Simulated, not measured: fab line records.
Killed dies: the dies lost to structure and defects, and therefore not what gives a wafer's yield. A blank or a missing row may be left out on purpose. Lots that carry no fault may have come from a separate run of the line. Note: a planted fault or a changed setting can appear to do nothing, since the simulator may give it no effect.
Matching of chambers :: flow nandHarc :: rieDiel-08 running NHARC_P_CONTACT_STRIP_28: 4 sister chambers
The step strips in O2. 4 wafers are shown with their chamber, then 8 later ones without.

== WAFERS, EACH WITH ITS CHAMBER ==
wafer: L719.2
chamber: 1
showerheadPlenumPTorr (Torr): 3.34

wafer: L724.1
chamber: 3
showerheadPlenumPTorr (Torr): 3.34

wafer: L724.2
chamber: 0
showerheadPlenumPTorr (Torr): 3.30

wafer: L725.2
chamber: 2
showerheadPlenumPTorr (Torr): 3.68

== WAFERS WHOSE CHAMBER IS MISSING ==
wafer: L725.4
showerheadPlenumPTorr (Torr): 3.68

wafer: L725.5
showerheadPlenumPTorr (Torr): 3.34

wafer: L727.2
showerheadPlenumPTorr (Torr): 3.68

wafer: L727.5
showerheadPlenumPTorr (Torr): 3.29

wafer: L727.6
showerheadPlenumPTorr (Torr): 3.34

wafer: L728.1
showerheadPlenumPTorr (Torr): 3.34

wafer: L728.2
showerheadPlenumPTorr (Torr): 3.34

wafer: L728.4
showerheadPlenumPTorr (Torr): 3.29

== CHAMBER TAKEN BY EACH ==
wafer: L725.4
from the rows above: 2
in truth: 2

wafer: L725.5
from the rows above: can't be placed: 1 or 3
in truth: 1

wafer: L727.2
from the rows above: 2
in truth: 2

wafer: L727.5
from the rows above: 0
in truth: 0

wafer: L727.6
from the rows above: can't be placed: 1 or 3
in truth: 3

wafer: L728.1
from the rows above: can't be placed: 1 or 3
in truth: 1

wafer: L728.2
from the rows above: can't be placed: 1 or 3
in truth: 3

wafer: L728.4
from the rows above: 0
in truth: 0
Correctly placed: 4 of 8. Can't be placed from these rows: 4 (the true chamber is among the candidates in 4). Placed wrongly: 0.
How it was worked out, from the rows above alone: a wafer's distance from a chamber is the root of the sum, over the readings, of the square of ((its reading less the chamber's mean) divided by the reading's scatter). The wafer belongs to the nearest chamber; if the next one is less than 2 further off, it can't be placed. The mean given for a chamber averages the wafers shown for that chamber. The scatter: root of mean squared gap, hidden wafer to nearest shown wafer, with one shown wafer a chamber.
